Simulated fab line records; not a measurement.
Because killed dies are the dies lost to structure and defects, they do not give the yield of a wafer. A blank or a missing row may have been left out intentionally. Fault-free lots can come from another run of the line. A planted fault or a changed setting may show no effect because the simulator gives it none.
Code-filled problem report in 8D (eight disciplines) form    flow n5_finfet    the parts of the form that need people (team, actions taken, sign-off) are left out

## 1. WHAT IS WRONG
Wafers without a fault read 40.02 sccm, standard deviation 0.13; mfc_cl2_sccm at N5_GATE_CUT_ETCH_56 reads a mean of 56.88 sccm on 3 wafers belonging to 2 lots. So: +99 or more standard deviations from the usual mean.
The step: etches TiN in Cl2/Ar, target depth 21.6 nm.
The first sign was on wafer L536.2 at day 6 20:28, on rie_metal-02. The record has a number at this step for 18 wafers belonging to 6 lots. By rule, "out" or "out of limits" means more than 4 standard deviations away from the usual mean. The rest of the wafers with a number are treated as sound.

## 2. WHAT IT IS AND WHAT IT IS NOT
question                     is                                is not
which readings at this step  mfc_cl2_sccm, throttle_valve_pct  drypump_motor_current_A, he_backside_leak_sccm, mfc_ar_sccm, oes_product_au
which lots                   L536, L537                        L526, L538, L547, L548
which wafers of those lots   L536.2, L536.3, L537.3            L536.1, L537.1, L537.4
read on which tools          rie_metal-02                      rie_metal-03
when                         from day 6 20:28                  up to then (4 sound wafers); but 11 sound wafers of L537, L538, L547, L548 came after

## 3. THE SUSPECTS, EACH WITH WHAT RULES IT OUT
Counting: a tool at a process step up to the reading stays a suspect if it ran every lot that is out. Sound lots after the first of them don't rule it out here, since some wafers of a struck lot are sound.
- rie_metal-03 at N5_HKMG_FIN_ETCHBACK_68 (etches the open film in Cl2/Ar, stops on HfO2, target depth 0.5 nm): kept. It ran every lot that is out, first L536 (day 6 18:33).
- cvd_w-02 at N5_HKMG_FIN_W_FILL_22 (material W, target thk 60 nm, time 18.2 s): kept. It ran every lot that is out, first L536 (day 6 19:30).
- rie_metal-02 at N5_GATE_CUT_ETCHBACK_00 (etches W in SF6/Cl2): kept. It processed each lot that is out (first: L536, day 6 20:21); up to then, its last sound lot is L526 (day 4 07:05).
- rie_metal-02 at N5_GATE_CUT_ETCH_56 (etches TiN in Cl2/Ar, target depth 21.6 nm): kept. It processed each lot that is out (first: L536, day 6 20:28); up to then, its last sound lot is L526 (day 4 07:13). Out on those wafers are its own readings of mfc_cl2_sccm, throttle_valve_pct.
- The sound lot-mates ran in chamber 1 of cvd_w-02 at N5_HKMG_FIN_W_FILL_22, but the wafers that are out ran in chamber 0.
- The sound lot-mates ran in chamber 0 of rie_metal-02 at N5_GATE_CUT_ETCHBACK_00, but the wafers that are out ran in chamber 1.
- The sound lot-mates ran in chamber 0 of rie_metal-02 at N5_GATE_CUT_ETCH_56, but the wafers that are out ran in chamber 1.
Left after counting: rie_metal-03 at N5_HKMG_FIN_ETCHBACK_68, cvd_w-02 at N5_HKMG_FIN_W_FILL_22, rie_metal-02 at N5_GATE_CUT_ETCHBACK_00, rie_metal-02 at N5_GATE_CUT_ETCH_56.

## 4. THE CAUSE (what the simulator had put in)
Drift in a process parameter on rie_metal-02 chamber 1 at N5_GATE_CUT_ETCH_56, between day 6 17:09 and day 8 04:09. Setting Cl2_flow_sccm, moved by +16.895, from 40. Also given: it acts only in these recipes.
Counting left 4 suspects, and this tool is among them.

## 5. SEQUENCE OF EFFECTS, ordered by route
Each row: a reading whose mean over the struck wafers that have a number lies more than 3 standard deviations from the usual. Readings are gone through only where the record gives a usual standard deviation; hours: the median, over the lots, of the time from a lot's start at the first step in this table giving one to that lot's start at this step; sigmas: the change measured in usual standard deviations.
hours  step                 reading             usual       on struck wafers  change  sigmas
0      N5_GATE_CUT_ETCH_56  mfc_cl2_sccm        40.02 sccm  56.88             +16.86  +99 or more
0      N5_GATE_CUT_ETCH_56  throttle_valve_pct  20.79 %     22.78             +1.99   +9.5
Process steps it contains:
- N5_GATE_CUT_ETCH_56: etches TiN in Cl2/Ar, target depth 21.6 nm.
Later measuring or inspecting steps at which every struck wafer that the step has a row for has a number for every such reading, and none has moved that far: N5_BEOL_M4_RC_MEAS_101.

## 6. HOW IT WOULD HAVE BEEN CAUGHT EARLIER
The fault began at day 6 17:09; the first out-of-limits reading in this record came at day 6 20:28, 3 hours later.
